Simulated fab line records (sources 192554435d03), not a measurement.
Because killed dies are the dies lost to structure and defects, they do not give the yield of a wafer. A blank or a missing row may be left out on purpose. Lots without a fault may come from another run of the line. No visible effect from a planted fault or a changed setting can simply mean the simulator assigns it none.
Matching of chambers | flow n5-finfet | cmp-02 running N5_ILD0_CMP_07: 4 sister chambers
The step polishes SiO2 flowable, stops on poly-Si, t overpolish 1.18 s, target thk 138.88 nm. 27 wafers are shown with their chamber, then 12 later ones without.

== WAFERS WITH THEIR CHAMBER ==
wafer  | chamber | motor-current-A (A)
L074.1 | 2       | 11.5
L074.2 | 3       | 13.3
L074.3 | 0       | 11.5
L075.1 | 0       | 11.6
L075.2 | 2       | 11.8
L075.4 | 1       | 13.9
L077.1 | 2       | 11.6
L077.5 | 2       | 11.9
L077.6 | 3       | 12.6
L078.1 | 1       | 13.3
L078.2 | 3       | 14.3
L078.3 | 2       | 11.6
L081.1 | 2       | 11.7
L081.2 | 1       | 13.1
L081.6 | 2       | 11.5
L086.2 | 3       | 13.7
L086.5 | 3       | 13.6
L086.6 | 2       | 11.5
L085.3 | 3       | 13.0
L085.4 | 0       | 12.2
L085.5 | 3       | 14.1
L088.1 | 3       | 13.2
L088.3 | 2       | 12.0
L088.4 | 1       | 12.6
L089.1 | 0       | 11.9
L089.3 | 3       | 13.1
L089.6 | 3       | 14.2

SIGNATURES (means of the wafers above)
reading         | chamber 0 | chamber 1 | chamber 2 | chamber 3 | scatter within a chamber
motor-current-A | 11.800    | 13.225    | 11.678    | 13.510    | 0.434
Rule: a wafer's distance from a chamber is the root of the sum, over the readings, of the square of ((its reading less the chamber's mean) divided by the reading's scatter). The wafer belongs to the nearest chamber; if the next one is less than 2 further off, it can't be placed. How the scatter is found: for the shown wafers, subtract from each reading the mean of its chamber, square and add these, divide the total by (wafers less chambers), then take the root.

== WAFERS MISSING THEIR CHAMBER ==
wafer  | motor-current-A (A)
L092.1 | 12.1
L092.2 | 13.6
L092.3 | 13.4
L095.1 | 13.7
L095.2 | 11.9
L095.3 | 12.4
L095.4 | 13.2
L095.5 | 11.4
L095.6 | 13.1
L097.3 | 11.4
L097.4 | 13.7
L097.5 | 13.3

== EACH ONE'S CHAMBER ==
wafer  | from the rows above               | in truth
L092.1 | can't be placed: 0 or 2 or 1      | 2
L092.2 | can't be placed: 3 or 1           | 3
L092.3 | can't be placed: 3 or 1           | 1
L095.1 | can't be placed: 3 or 1           | 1
L095.2 | can't be placed: 0 or 2           | 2
L095.3 | can't be placed: 0 or 2 or 1 or 3 | 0
L095.4 | can't be placed: 1 or 3           | 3
L095.5 | can't be placed: 2 or 0           | 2
L095.6 | can't be placed: 1 or 3           | 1
L097.3 | can't be placed: 2 or 0           | 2
L097.4 | can't be placed: 3 or 1           | 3
L097.5 | can't be placed: 1 or 3           | 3
Correctly placed: 0 of 12. Cannot be placed on the basis of these rows: 12; the candidates contain the true chamber in 12. Wrongly placed: 0.
